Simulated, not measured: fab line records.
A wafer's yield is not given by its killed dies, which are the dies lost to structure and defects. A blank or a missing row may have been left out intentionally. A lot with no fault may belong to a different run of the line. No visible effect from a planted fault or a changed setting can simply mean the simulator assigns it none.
Which tool was responsible? / flow nandHarc / 18 wafers from 6 lots sampled at 4 of the route's 1302 steps

WHAT THE GAUGES SHOWED, per wafer
NHARC_END_SORT_01.
lot=L165; measured=day 25 15:00; on=prober-02; killedOpen=6 3 3
lot=L171; measured=day 28 06:37; on=prober-01; killedOpen=2 4 1
lot=L170; measured=day 29 13:23; on=prober-02; killedOpen=3 4 3
lot=L177; measured=day 31 09:10; on=prober-02; killedOpen=3 4 6
lot=L179; measured=day 32 03:04; on=prober-01; killedOpen=8 8 5
lot=L184; measured=day 33 18:42; on=prober-01; killedOpen=2 4 2

WHAT TOOL EACH LOT RAN ON (gives the tool, then ch and the chambers of the sampled wafers, and finally the start)
lot=L165; NHARC_A_M1_ETCH_35=rieDiel-02 ch 0,3, day 24 00:36; NHARC_A_M1_DEGAS_29=pvdSputter-03, day 24 01:34; NHARC_A_M1_PVD_21=pvdSputter-03, day 25 15:00 or earlier
lot=L171; NHARC_A_M1_ETCH_35=rieDiel-04 ch 0,1, day 26 11:00; NHARC_A_M1_DEGAS_29=pvdSputter-02, day 26 11:56; NHARC_A_M1_PVD_21=pvdSputter-02, day 28 06:37 or earlier
lot=L170; NHARC_A_M1_ETCH_35=rieDiel-02 ch 0,1,3, day 27 12:19; NHARC_A_M1_DEGAS_29=pvdSputter-03, day 27 13:15; NHARC_A_M1_PVD_21=pvdSputter-03, day 29 13:23 or earlier
lot=L177; NHARC_A_M1_ETCH_35=rieDiel-04 ch 0,1, day 29 21:29; NHARC_A_M1_DEGAS_29=pvdSputter-01, day 29 22:25; NHARC_A_M1_PVD_21=pvdSputter-01, day 31 09:10 or earlier
lot=L179; NHARC_A_M1_ETCH_35=rieDiel-06 ch 0,1,2, day 30 15:05; NHARC_A_M1_DEGAS_29=pvdSputter-02, day 30 16:03; NHARC_A_M1_PVD_21=pvdSputter-02, day 32 03:04 or earlier
lot=L184; NHARC_A_M1_ETCH_35=rieDiel-04 ch 0,2,3, day 32 06:16; NHARC_A_M1_DEGAS_29=pvdSputter-02, day 32 07:12; NHARC_A_M1_PVD_21=pvdSputter-02, day 33 18:42 or earlier
- NHARC_A_M1_ETCH_35: etches the open film in N2/H2, target depth 40 nm, overetch 12 nm, time 43.94 s.
- NHARC_A_M1_DEGAS_29: time 60 s.
- NHARC_A_M1_PVD_21: deposits Cu, target thk 30 nm, time 20.49 s.

THE ANSWER, worked out from the rows above alone
Rule: usual is defined by the lots themselves. The widest of any qualifying gaps counts: lots, ordered by their means at a reading, are off when they make up no more than a third of the lots, leave a main group of 4 or more, and stand apart from it by 3 or more times the standard deviation of that group's means. A main group whose means are all the same, to the digits that the tables above print for the reading, isn't used. Also off: a lot with no number at a reading for which 4 or more lots have one. Where the step has rows for the other lots, those lots are counted as sound.
Off: L179, at NHARC_END_SORT_01 (killedOpen). Main group: mean 3.3, sd 0.76.
If a tool, at a process step before that reading, ran all the lots that are off and no sound lot after the first of them, it fits. Those tools and the gauges at NHARC_END_SORT_01 are tried in the same way. With no start given for some of its lots, NHARC_A_M1_PVD_21 uses the hours and lot order of NHARC_END_SORT_01. One fits: rieDiel-06 at NHARC_A_M1_ETCH_35. It ran no sound lot before its first lot that is off in this sample, so the start can't be narrowed down.

WHAT THE SIMULATOR PUT IN
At NHARC_A_M1_ETCH_35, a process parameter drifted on rieDiel-06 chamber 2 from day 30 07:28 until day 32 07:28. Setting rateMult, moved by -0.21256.
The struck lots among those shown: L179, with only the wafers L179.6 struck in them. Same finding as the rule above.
